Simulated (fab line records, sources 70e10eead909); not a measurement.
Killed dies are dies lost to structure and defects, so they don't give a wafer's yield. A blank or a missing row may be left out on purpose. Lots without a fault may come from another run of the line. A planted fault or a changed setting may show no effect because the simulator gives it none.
fab line records | flow nand_harc
record lots=24 wafers=72 last_day=25
route steps=1159 shown P_GATE@200 P_CONTACT@235 P_M0@269
lots that met no fault: from a run of the same line without faults
start_h: hours from the record's first day to the start of the lot's first wafer shown | wait_h: hours since the lot's step before | " the same as in the row above | L1.1+2: a row that stands for several wafers | - no value, or no start given | * or withheld: withheld | < > ~ a bound
route shown NAME@n: a module of which the file shows steps, and the number in the route of the first | usual: mean/standard deviation of fault-free wafers | same: alike in all rows | chamber/n: place in a boat | sites: the reading at each site | _std_site: their standard deviation | _edge_site: outer sites' mean less inner sites' | radius_mm: how far each site lies from the wafer's centre | mask NAME#n: copy n | behind: the tool/chamber that last shaped the wafer | hold: why the lot was held/for how many hours/how that ended | device: the transistor (n, p or np) that didn't switch | end of line: the same wafers' tests at the end of the route | a step without rows: its recipe alone | killed: dies lost to structure and defects at the first sort, not the wafer's yield | map: a wafer's dies, x killed, . not, _ none there
set.NAME: the setting as run; set.NAME@STEP: as run at that earlier step | model.NAME: the simulator's own value behind a step, which no gauge read
steps of the route over a sample of lots; a table a step, a row a wafer
services: from which hour (start_h, from the record's first day; less than 0 if before it) a tool's chamber was out of use, for how many hours, and why
## steps
# step NHARC_P_GATE_CD_MEAS_91
# recipe target_cd_nm=2000 landing_energy_ev=500
# usual cd_nm=2000.0/2.5
# same landing_energy_ev=500
# columns lot.wafer tool chamber start_h wait_h cd_nm
L074.1 cd_sem-01 0 97.06 - 2000.8
L074.3 " 0 " " 2003.6
L074.6 " 0 " " 1997.2
L075.2 cd_sem-01 0 112.50 - 1999.1
L075.3 " 0 " " 1997.2
L075.5 " 0 " " 1997.8
L077.3 cd_sem-01 0 114.72 - 2001.8
L077.4 " 0 " " 2000.8
L077.6 " 0 " " 1999.2
L076.2 cd_sem-02 0 115.26 - 1997.5
L076.4 " 0 " " 1993.8
L076.6 " 0 " " 1997.7
L079.2 cd_sem-03 0 128.02 - 2003.7
L079.3 " 0 " " 1996.7
L079.4 " 0 " " 2004.2
L078.2 cd_sem-01 0 128.22 - 2000.5
L078.4 " 0 " " 2003.2
L078.5 " 0 " " 2003.0
L080.2 cd_sem-01 0 144.17 - 2002.7
L080.3 " 0 " " 2000.0
L080.5 " 0 " " 2001.2
L081.1 cd_sem-01 0 147.08 - 1996.4
L081.3 " 0 " " 2002.3
L081.5 " 0 " " 2002.5
L082.1 cd_sem-02 0 154.53 - 1998.6
L082.3 " 0 " " 1993.7
L082.5 " 0 " " 1999.2
L084.3 cd_sem-01 0 164.78 - 2002.0
L084.4 " 0 " " 2003.4
L084.6 " 0 " " 2004.4
L083.1 cd_sem-02 0 165.28 - 2000.2
L083.3 " 0 " " 2003.8
L083.6 " 0 " " 1997.5
L085.1 cd_sem-01 0 187.01 - 1996.8
L085.2 " 0 " " 2000.4
L085.4 " 0 " " 1998.1
L087.2 cd_sem-01 0 187.63 - 1999.4
L087.3 " 0 " " 2002.0
L087.5 " 0 " " 2003.4
L086.1 cd_sem-03 0 188.54 - 2000.1
L086.3 " 0 " " 2000.4
L086.6 " 0 " " 2000.9
L088.2 cd_sem-03 0 196.97 - 2001.3
L088.4 " 0 " " 1998.8
L088.5 " 0 " " 1999.5
L089.1 cd_sem-03 0 204.24 - 2002.5
L089.3 " 0 " " 2002.5
L089.6 " 0 " " 2003.6
L090.2 cd_sem-02 0 205.00 - 1996.9
L090.5 " 0 " " 1998.6
L090.6 " 0 " " 1998.7
L091.1 cd_sem-02 0 209.21 - 2002.4
L091.3 " 0 " " 1998.2
L091.6 " 0 " " 2001.5
L092.1 cd_sem-02 0 210.44 - 1998.4
L092.3 " 0 " " 1998.9
L092.4 " 0 " " 2001.7
L093.1 cd_sem-02 0 224.26 - 2002.3
L093.5 " 0 " " 2000.3
L093.6 " 0 " " 1998.7
L095.1 cd_sem-01 0 224.60 - 1998.9
L095.3 " 0 " " 1993.6
L095.4 " 0 " " 1999.5
L094.1 cd_sem-02 0 224.85 - 1999.3
L094.2 " 0 " " 2004.7
L094.4 " 0 " " 2002.2
L096.2 cd_sem-01 0 234.21 - 2001.7
L096.5 " 0 " " 1996.1
L096.6 " 0 " " 2001.9
L097.2 cd_sem-01 0 240.00 - 1997.7
L097.4 " 0 " " 1997.8
L097.5 " 0 " " 1994.6
# step NHARC_P_GATE_DESCUM_93
# recipe time_s=3 o2_flow_sccm=200 ar_flow_sccm=0 bias_power_w=0 chemistry=O2
# usual drypump_motor_current_A=5.9/0.39 oes_product_au=0.998/0.013 rf_vpp_V=57.8/0.91 showerhead_plenum_p_Torr=1.93/0.084 throttle_valve_pct=11.310/0.0091
# same time_s=3
# columns lot.wafer tool chamber start_h wait_h drypump_motor_current_A oes_product_au rf_hours_counter_h rf_vpp_V showerhead_plenum_p_Torr throttle_valve_pct
L074.3 rie_diel-10 2 97.25 - 6.6 0.990 30 58.0 1.78 11.314
L074.1 " 3 " " 5.0 0.993 28 56.7 1.78 11.302
L074.6 " 1 " " 5.8 0.987 - 58.3 1.96 11.315
L075.3 rie_diel-09 3 112.69 - 5.1 1.029 8 58.9 2.03 11.328
L075.2 " 0 " " 5.9 0.985 8 57.8 1.98 11.298
L075.5 " 3 " " 5.1 1.028 - 58.2 2.03 11.311
L077.3 rie_diel-07 2 114.87 - 5.5 1.007 12 57.3 1.81 11.328
L077.4 " 0 " " 6.3 0.996 11 56.3 2.01 11.308
L077.6 " 3 " " 6.0 0.997 - 58.2 1.94 11.296
L076.2 rie_diel-07 3 115.43 - 6.0 1.004 12 57.2 1.94 11.306
L076.4 " 1 " " 6.2 0.993 12 58.8 1.89 11.302
L076.6 " 2 " " 5.5 1.011 - 57.0 1.81 11.317
L079.2 rie_diel-07 3 128.19 - 6.0 1.007 14 57.4 1.94 11.306
L079.4 " 0 " " 6.3 0.984 13 57.8 2.01 11.310
L079.3 " 1 " " 6.2 0.992 13 56.8 1.89 11.316
L078.4 rie_diel-07 3 128.38 - 6.0 1.003 14 57.8 1.94 11.316
L078.2 " 1 " " 6.2 0.997 13 58.2 1.89 11.309
L078.5 " 0 " " 6.3 0.977 - 58.8 2.01 11.308
L080.2 rie_diel-10 1 144.34 - 5.7 1.001 51 59.4 1.95 11.302
L080.3 " 2 " " 6.6 0.999 50 56.9 1.78 11.312
L080.5 " 1 " " 5.7 0.998 - 57.1 1.95 11.286
L081.1 rie_diel-09 0 147.26 - 5.9 1.008 19 57.8 1.98 11.297
L081.3 " 1 " " 5.7 0.997 18 57.6 1.95 11.309
L081.5 " 1 " " 5.8 1.007 - 57.1 1.95 11.316
L082.1 rie_diel-10 2 154.69 - 6.6 0.992 51 55.4 1.78 11.312
L082.3 " 0 " " 6.1 0.997 46 58.0 1.91 11.300
L082.5 " 2 " " 6.6 0.987 - 56.5 1.78 11.296
L084.3 rie_diel-09 3 164.93 - 5.1 1.016 21 57.8 2.03 11.323
L084.4 " 0 " " 6.0 1.008 24 58.1 1.98 11.311
L084.6 " 0 " " 6.0 0.999 - 59.0 1.98 11.314
L083.3 rie_diel-09 3 165.46 - 5.1 1.032 21 58.3 2.03 11.326
L083.1 " 0 " " 5.9 0.998 24 58.8 1.97 11.310
L083.6 " 3 " " 5.1 1.021 - 57.2 2.03 11.304
L085.1 rie_diel-10 0 187.18 - 6.1 0.990 0 58.3 1.90 11.301
L085.2 " 1 " " 5.8 0.993 1 57.4 1.95 11.288
L085.4 " 2 " " 6.6 1.001 0 57.0 2.08 11.311
L087.2 rie_diel-07 1 187.80 - 6.2 1.003 24 58.2 1.88 11.301
L087.3 " 2 " " 5.5 1.001 24 57.8 1.81 11.304
L087.5 " 1 " " 6.2 0.999 - 58.2 1.88 11.309
L086.1 rie_diel-07 3 188.74 - 6.0 1.000 24 59.5 1.94 11.312
L086.3 " 0 " " 6.3 0.976 24 58.4 2.00 11.313
L086.6 " 1 " " 6.2 1.011 - 57.8 1.88 11.311
L088.4 rie_diel-09 2 197.13 - 5.8 0.991 38 58.3 2.06 11.305
L088.2 " 3 " " 5.1 1.025 36 59.8 2.02 11.305
L088.5 " 2 " " 5.8 1.001 - 57.4 2.06 11.309
L089.3 rie_diel-07 2 204.40 - 5.5 1.004 28 56.7 1.81 11.299
L089.1 " 0 " " 6.3 0.962 28 57.5 2.00 11.311
L089.6 " 2 " " 5.5 1.003 - 58.3 1.81 11.308
L090.2 rie_diel-07 0 205.16 - 6.3 0.960 28 57.5 2.00 11.308
L090.6 " 0 " " 6.3 0.964 - 57.2 2.00 11.298
L090.5 " 1 " " 6.2 0.995 - 56.9 1.88 11.316
L091.3 rie_diel-09 0 209.37 - 5.9 0.993 42 58.9 1.97 11.317
L091.1 " 1 " " 5.8 0.976 40 57.2 1.94 11.308
L091.6 " 1 " " 5.8 0.988 - 57.9 1.94 11.315
L092.1 rie_diel-07 2 210.60 - 5.5 1.006 30 58.1 1.81 11.300
L092.3 " 3 " " 6.0 1.003 30 59.3 1.93 11.313
L092.4 " 0 " " 6.3 0.977 30 59.0 2.00 11.317
L093.1 rie_diel-07 0 224.44 - 6.3 0.977 34 59.4 2.00 11.296
L093.5 " 3 " " 6.0 1.003 - 57.4 1.93 11.313
L093.6 " 0 " " 6.3 0.976 - 59.7 2.00 11.295
L095.1 rie_diel-07 3 224.81 - 6.0 1.004 34 58.3 1.93 11.309
L095.4 " 0 " " 6.3 0.984 34 59.0 2.00 11.312
L095.3 " 1 " " 6.2 1.001 34 56.7 1.88 11.309
L094.2 rie_diel-07 2 225.02 - 5.5 1.001 34 58.7 1.81 11.308
L094.4 " 3 " " 6.0 1.012 34 57.9 1.93 11.318
L094.1 " 0 " " 6.3 0.976 34 59.2 2.00 11.332
L096.2 rie_diel-09 3 234.39 - 5.1 1.019 53 58.6 2.02 11.298
L096.6 " 1 " " 5.7 0.993 - 57.6 1.94 11.310
L096.5 " 2 " " 5.8 0.990 - 57.8 2.06 11.327
L097.4 rie_diel-07 3 240.16 - 6.0 0.977 0 57.5 1.93 11.330
L097.2 " 0 " " 6.3 0.974 0 58.3 2.00 11.324
L097.5 " 0 " " 6.3 0.972 - 57.9 2.00 11.290
# step NHARC_P_CONTACT_DESCUM_17
# recipe time_s=3 o2_flow_sccm=200 ar_flow_sccm=0 bias_power_w=0 chemistry=O2
# usual drypump_motor_current_A=5.7/0.46 oes_product_au=1.001/0.016 rf_vpp_V=57.7/0.88 showerhead_plenum_p_Torr=1.88/0.072 throttle_valve_pct=11.311/0.0097
# same time_s=3
# columns lot.wafer tool chamber start_h wait_h drypump_motor_current_A oes_product_au rf_hours_counter_h rf_vpp_V showerhead_plenum_p_Torr throttle_valve_pct
L074.1 rie_diel-01 3 101.97 0.1 5.6 0.983 46 58.8 2.01 11.302
L074.3 " 2 " " 6.2 1.012 46 58.7 1.80 11.313
L074.6 " 3 " " 5.6 0.988 - 59.0 2.01 11.310
L075.3 rie_diel-08 1 117.60 0.1 6.2 1.001 13 57.3 1.90 11.335
L075.2 " 0 " " 6.4 1.026 14 56.2 2.01 11.308
L075.5 " 2 " " 5.2 1.015 - 57.0 1.81 11.300
L077.3 rie_diel-08 2 119.66 0.1 5.2 1.012 15 58.7 1.81 11.309
L077.4 " 0 " " 6.4 1.022 15 57.7 2.01 11.325
L077.6 " 1 " " 6.2 1.006 - 57.3 1.90 11.305
L076.4 rie_diel-03 3 120.12 0.1 4.9 0.971 5 59.4 1.93 11.299
L076.2 " 0 " " 6.1 1.016 6 58.6 1.85 11.309
L076.6 " 3 " " 4.9 0.977 - 57.9 1.93 11.318
L079.4 rie_diel-03 1 132.90 0.1 5.7 1.034 7 56.8 1.79 11.310
L079.3 " 3 " " 5.0 0.981 7 58.6 1.93 11.320
L079.2 " 0 " " 6.2 1.021 8 58.3 1.85 11.330
L078.2 rie_diel-03 0 133.77 0.1 6.1 1.017 8 58.4 1.85 11.314
L078.4 " 3 " " 4.9 0.960 8 57.5 1.93 11.301
L078.5 " 1 " " 5.7 1.020 - 57.3 1.79 11.295
L080.2 rie_diel-01 0 149.46 0.1 5.2 1.001 0 58.4 2.01 11.311
L080.3 " 2 " " 6.3 0.985 0 57.0 1.80 11.293
L080.5 " 0 " " 5.2 1.004 - 60.0 2.01 11.318
L081.1 rie_diel-01 0 151.88 0.1 5.2 1.002 0 59.2 2.01 11.313
L081.3 " 2 " " 6.2 0.995 0 57.7 1.80 11.314
L081.5 " 1 " " 5.7 0.996 - 58.8 1.99 11.314
L082.1 rie_diel-03 2 159.63 0.1 5.9 1.005 9 59.0 1.83 11.320
L082.3 " 3 " " 4.9 0.983 10 59.3 1.92 11.326
L082.5 " 1 " " 5.7 1.027 - 56.8 1.79 11.287
L084.3 rie_diel-08 3 169.53 0.1 5.4 0.985 3 57.5 1.85 11.303
L084.4 " 0 " " 6.4 1.001 2 56.5 2.01 11.290
L084.6 " 2 " " 5.2 1.018 - 57.0 1.81 11.317
L083.3 rie_diel-03 2 170.38 0.1 5.8 1.005 10 56.7 1.83 11.312
L083.1 " 3 " " 4.9 0.972 11 57.1 1.92 11.284
L083.6 " 1 " " 5.7 1.025 - 57.5 1.79 11.312
L085.2 rie_diel-03 2 192.31 0.1 5.9 1.001 11 57.7 1.83 11.318
L085.1 " 0 " " 6.1 0.996 13 55.9 1.85 11.313
L085.4 " 1 " " 5.7 1.015 12 57.5 1.79 11.326
L087.3 rie_diel-03 2 193.42 0.1 5.9 1.006 12 58.8 1.83 11.321
L087.2 " 0 " " 6.1 1.005 13 56.9 1.85 11.306
L087.5 " 3 " " 4.9 0.966 - 57.8 1.92 11.299
L086.3 rie_diel-08 0 194.18 0.1 6.4 1.004 4 58.7 2.01 11.318
L086.1 " 1 " " 6.2 0.995 5 57.6 1.90 11.300
L086.6 " 3 " " 5.4 0.980 - 57.1 1.85 11.305
L088.4 rie_diel-08 3 201.92 0.1 5.4 0.987 6 58.7 1.84 11.297
L088.2 " 0 " " 6.4 1.006 5 58.4 2.01 11.315
L088.5 " 0 " " 6.4 0.998 - 58.8 2.01 11.312
L089.3 rie_diel-03 3 209.44 0.1 4.9 0.976 13 57.4 1.92 11.327
L089.1 " 0 " " 6.1 1.005 14 57.7 1.85 11.309
L089.6 " 3 " " 4.9 0.961 - 55.7 1.92 11.308
L090.2 rie_diel-08 0 210.28 0.1 6.4 1.009 6 58.1 2.01 11.306
L090.6 " 0 " " 6.4 1.000 - 58.2 2.01 11.307
L090.5 " 1 " " 6.2 0.997 - 57.9 1.90 11.308
L091.1 rie_diel-03 3 213.98 0.1 4.9 0.975 14 58.6 1.92 11.317
L091.3 " 0 " " 6.2 1.011 14 56.9 1.85 11.296
L091.6 " 2 " " 5.8 1.006 - 58.2 1.83 11.320
L092.1 rie_diel-08 2 215.33 0.1 5.2 1.015 7 56.9 1.81 11.329
L092.3 " 3 " " 5.4 0.991 7 57.1 1.84 11.317
L092.4 " 0 " " 6.4 0.991 7 59.9 2.01 11.300
L093.1 rie_diel-03 3 229.10 0.1 4.9 0.986 1 59.4 1.92 11.320
L093.6 " 3 " " 4.9 0.982 - 58.5 1.92 11.301
L093.5 " 0 " " 6.1 0.991 - 56.9 1.85 11.302
L095.1 rie_diel-08 3 229.71 0.1 5.4 0.998 10 58.3 1.84 11.303
L095.3 " 0 " " 6.4 1.001 9 58.2 2.01 11.304
L095.4 " 3 " " 5.4 0.991 - 56.8 1.84 11.325
L094.4 rie_diel-03 3 230.20 0.1 4.9 0.982 1 57.7 1.92 11.311
L094.2 " 0 " " 6.2 0.988 1 58.6 1.85 11.317
L094.1 " 2 " " 5.8 1.003 1 58.0 1.83 11.316
L096.2 rie_diel-03 2 239.10 0.1 5.9 1.004 2 56.8 1.83 11.307
L096.6 " 3 " " 4.9 0.981 - 59.4 1.92 11.327
L096.5 " 0 " " 6.1 0.995 - 58.2 1.85 11.314
L097.2 rie_diel-03 1 244.87 0.1 5.7 1.024 3 57.7 1.79 11.322
L097.4 " 3 " " 4.9 0.984 3 58.2 1.92 11.319
L097.5 " 1 " " 5.7 1.030 - 56.4 1.79 11.318
# step NHARC_P_CONTACT_CD_MEAS_19
# usual cd_nm=89.7/2.1
# columns lot.wafer tool chamber start_h wait_h cd_nm
L074.1 cd_sem-03 - 104.87 - 89.8
L074.3 " - " " 91.2
L074.6 " - " " 90.3
L075.2 cd_sem-03 - 118.48 - 89.5
L075.3 " - " " 85.8
L075.5 " - " " 86.9
L077.3 cd_sem-03 - 120.53 - 89.5
L077.4 " - " " 88.5
L077.6 " - " " 87.8
L076.2 cd_sem-01 - 121.36 - 92.2
L076.4 " - " " 89.2
L076.6 " - " " 87.9
L079.2 cd_sem-01 - 133.77 - 90.1
L079.3 " - " " 89.7
L079.4 " - " " 89.5
L078.2 cd_sem-01 - 134.99 - 87.6
L078.4 " - " " 88.9
L078.5 " - " " 88.4
L080.2 cd_sem-01 - 150.33 - 91.5
L080.3 " - " " 90.9
L080.5 " - " " 90.3
L081.1 cd_sem-03 - 152.76 - 91.1
L081.3 " - " " 89.3
L081.5 " - " " 89.6
L082.1 cd_sem-03 - 160.48 - 90.3
L082.3 " - " " 92.0
L082.5 " - " " 89.6
L084.3 cd_sem-02 - 170.40 - 88.9
L084.4 " - " " 94.6
L084.6 " - " " 92.1
L083.1 cd_sem-01 - 171.25 - 89.8
L083.3 " - " " 89.5
L083.6 " - " " 86.6
L085.1 cd_sem-02 - 193.18 - 90.9
L085.2 " - " " 89.7
L085.4 " - " " 88.4
L087.2 cd_sem-02 - 194.71 - 90.1
L087.3 " - " " 91.5
L087.5 " - " " 89.8
L086.1 cd_sem-02 - 195.06 - 88.2
L086.3 " - " " 90.0
L086.6 " - " " 90.3
L088.2 cd_sem-01 - 202.79 - 89.0
L088.4 " - " " 91.5
L088.5 " - " " 90.9
L089.1 cd_sem-01 - 210.31 - 90.8
L089.3 " - " " 91.0
L089.6 " - " " 91.6
L090.2 cd_sem-01 - 211.16 - 92.2
L090.5 " - " " 92.8
L090.6 " - " " 89.3
L091.1 cd_sem-01 - 215.06 - 89.5
L091.3 " - " " 91.3
L091.6 " - " " 91.1
L092.1 cd_sem-01 - 216.20 - 89.4
L092.3 " - " " 93.3
L092.4 " - " " 89.5
L093.1 cd_sem-01 - 229.97 - 86.8
L093.5 " - " " 90.0
L093.6 " - " " 91.0
L095.1 cd_sem-03 - 230.72 - 91.3
L095.3 " - " " 91.5
L095.4 " - " " 92.2
L094.1 cd_sem-03 - 231.07 - 88.2
L094.2 " - " " 85.3
L094.4 " - " " 88.6
L096.2 cd_sem-03 - 239.95 - 84.3
L096.5 " - " " 82.8
L096.6 " - " " 92.8
L097.2 cd_sem-01 - 245.73 - 88.9
L097.4 " - " " 85.3
L097.5 " - " " 84.2
# step NHARC_P_CONTACT_INSPECT_27
# usual raw_defect_count=318/130
# columns lot.wafer tool chamber start_h wait_h raw_defect_count
L074.1 defect_inspect-01 - 107.15 0.1 300
L074.3 " - " " 456
L074.6 " - " " 326
L075.2 defect_inspect-02 - 125.82 0.1 391
L075.3 " - " " 288
L075.5 " - " " 356
L077.3 defect_inspect-02 - 129.18 0.1 168
L077.4 " - " " 228
L077.6 " - " " 176
L076.2 defect_inspect-01 - 129.72 0.1 451
L076.4 " - " " 335
L076.6 " - " " 252
L079.2 defect_inspect-02 - 139.65 0.1 360
L079.3 " - " " 534
L079.4 " - " " 242
L078.2 defect_inspect-01 - 140.00 0.1 244
L078.4 " - " " 169
L078.5 " - " " 272
L080.2 defect_inspect-02 - 152.58 0.1 515
L080.3 " - " " 499
L080.5 " - " " 391
L081.1 defect_inspect-01 - 155.01 0.1 423
L081.3 " - " " 200
L081.5 " - " " 184
L082.1 defect_inspect-01 - 165.45 0.1 353
L082.3 " - " " 298
L082.5 " - " " 257
L084.3 defect_inspect-01 - 180.27 0.1 115
L084.4 " - " " 283
L084.6 " - " " 238
L083.1 defect_inspect-02 - 180.79 0.1 367
L083.3 " - " " 233
L083.6 " - " " 352
L085.1 defect_inspect-01 - 195.79 0.1 270
L085.2 " - " " 287
L085.4 " - " " 419
L087.2 defect_inspect-01 - 201.36 0.1 246
L087.3 " - " " 248
L087.5 " - " " 363
L086.1 defect_inspect-02 - 201.90 0.1 284
L086.3 " - " " 218
L086.6 " - " " 379
L088.2 defect_inspect-01 - 205.01 0.1 188
L088.4 " - " " 330
L088.5 " - " " 278
L089.1 defect_inspect-02 - 217.01 0.1 219
L089.3 " - " " 290
L089.6 " - " " 270
L090.2 defect_inspect-02 - 218.30 0.1 378
L090.5 " - " " 401
L090.6 " - " " 315
L091.1 defect_inspect-01 - 220.78 0.1 506
L091.3 " - " " 330
L091.6 " - " " 185
L092.1 defect_inspect-01 - 221.01 0.1 487
L092.3 " - " " 424
L092.4 " - " " 269
L093.1 defect_inspect-02 - 232.20 0.1 195
L093.5 " - " " 237
L093.6 " - " " 588
L095.1 defect_inspect-01 - 232.97 0.1 547
L095.3 " - " " 321
L095.4 " - " " 531
L094.1 defect_inspect-02 - 233.31 0.1 461
L094.2 " - " " 718
L094.4 " - " " 697
L096.2 defect_inspect-01 - 244.68 0.1 161
L096.5 " - " " 269
L096.6 " - " " 254
L097.2 defect_inspect-02 - 248.00 0.1 182
L097.4 " - " " 432
L097.5 " - " " 167
# step NHARC_P_M0_CD_MEAS_16
# usual cd_nm=89.5/0.94
# columns lot.wafer tool chamber start_h wait_h cd_nm
L074.1 cd_sem-02 - 108.42 - 89.7
L074.3 " - " " 88.9
L074.6 " - " " 89.2
L075.2 cd_sem-03 - 127.21 - 90.3
L075.3 " - " " 88.4
L075.5 " - " " 89.1
L077.3 cd_sem-03 - 130.45 - 89.6
L077.4 " - " " 88.1
L077.6 " - " " 89.8
L076.2 cd_sem-01 - 131.13 - 90.0
L076.4 " - " " 89.1
L076.6 " - " " 91.0
L079.2 cd_sem-01 - 141.03 - 90.0
L079.3 " - " " 88.4
L079.4 " - " " 88.8
L078.2 cd_sem-03 - 141.39 - 91.4
L078.4 " - " " 90.8
L078.5 " - " " 90.9
L080.2 cd_sem-01 - 153.97 - 88.9
L080.3 " - " " 89.2
L080.5 " - " " 88.2
L081.1 cd_sem-02 - 156.44 - 88.0
L081.3 " - " " 88.7
L081.5 " - " " 89.6
L082.1 cd_sem-02 - 166.86 - 90.5
L082.3 " - " " 90.9
L082.5 " - " " 89.8
L084.3 cd_sem-01 - 181.59 - 89.2
L084.4 " - " " 88.2
L084.6 " - " " 89.0
L083.1 cd_sem-02 - 182.16 - 91.5
L083.3 " - " " 89.2
L083.6 " - " " 88.7
L085.1 cd_sem-03 - 197.17 - 89.3
L085.2 " - " " 88.2
L085.4 " - " " 90.6
L087.2 cd_sem-03 - 202.62 - 89.7
L087.3 " - " " 89.4
L087.5 " - " " 89.1
L086.1 cd_sem-01 - 203.29 - 89.8
L086.3 " - " " 90.9
L086.6 " - " " 91.0
L088.2 cd_sem-02 - 206.61 - 90.9
L088.4 " - " " 89.6
L088.5 " - " " 89.5
L089.1 cd_sem-03 - 218.40 - 89.8
L089.3 " - " " 89.3
L089.6 " - " " 90.2
L090.2 cd_sem-02 - 219.74 - 88.8
L090.5 " - " " 89.5
L090.6 " - " " 89.8
L091.1 cd_sem-02 - 222.17 - 89.8
L091.3 " - " " 90.3
L091.6 " - " " 88.0
L092.1 cd_sem-02 - 222.40 - 89.1
L092.3 " - " " 90.9
L092.4 " - " " 90.2
L093.1 cd_sem-01 - 233.61 - 89.1
L093.5 " - " " 88.1
L093.6 " - " " 89.4
L095.1 cd_sem-02 - 234.39 - 90.0
L095.3 " - " " 89.0
L095.4 " - " " 89.2
L094.1 cd_sem-03 - 234.78 - 90.4
L094.2 " - " " 89.7
L094.4 " - " " 88.7
L096.2 cd_sem-03 - 246.12 - 87.0
L096.5 " - " " 88.0
L096.6 " - " " 88.7
L097.2 cd_sem-01 - 249.30 - 91.1
L097.4 " - " " 90.2
L097.5 " - " " 90.0
## services
# columns tool chamber start_h hours kind
rie_diel-09 - 77.35 9.0 pm
rie_diel-07 0 84.70 - clean
rie_diel-07 1 84.70 - clean
rie_diel-07 2 84.70 - clean
rie_diel-07 3 84.70 - clean
rie_diel-10 0 93.35 2.2 repair
rie_diel-01 0 101.68 17.1 repair
rie_diel-01 2 104.68 2.7 repair
rie_diel-08 - 113.80 0.1 repair
rie_diel-10 1 114.19 4.5 repair
rie_diel-10 0 129.54 4.9 repair
rie_diel-09 1 129.76 1.8 repair
rie_diel-08 - 132.27 9.0 pm
rie_diel-01 - 137.80 9.0 pm
rie_diel-09 3 138.71 9.6 repair
rie_diel-08 3 147.94 5.7 repair
rie_diel-08 0 159.76 6.1 repair
rie_diel-10 - 176.66 9.0 pm
rie_diel-03 2 190.01 1.2 repair
rie_diel-03 - 215.30 9.0 pm
rie_diel-01 - 217.76 0.4 repair
rie_diel-08 2 227.30 23.1 repair
rie_diel-07 - 228.20 9.0 pm
rie_diel-01 1 242.19 13.4 repair
## key
fault none
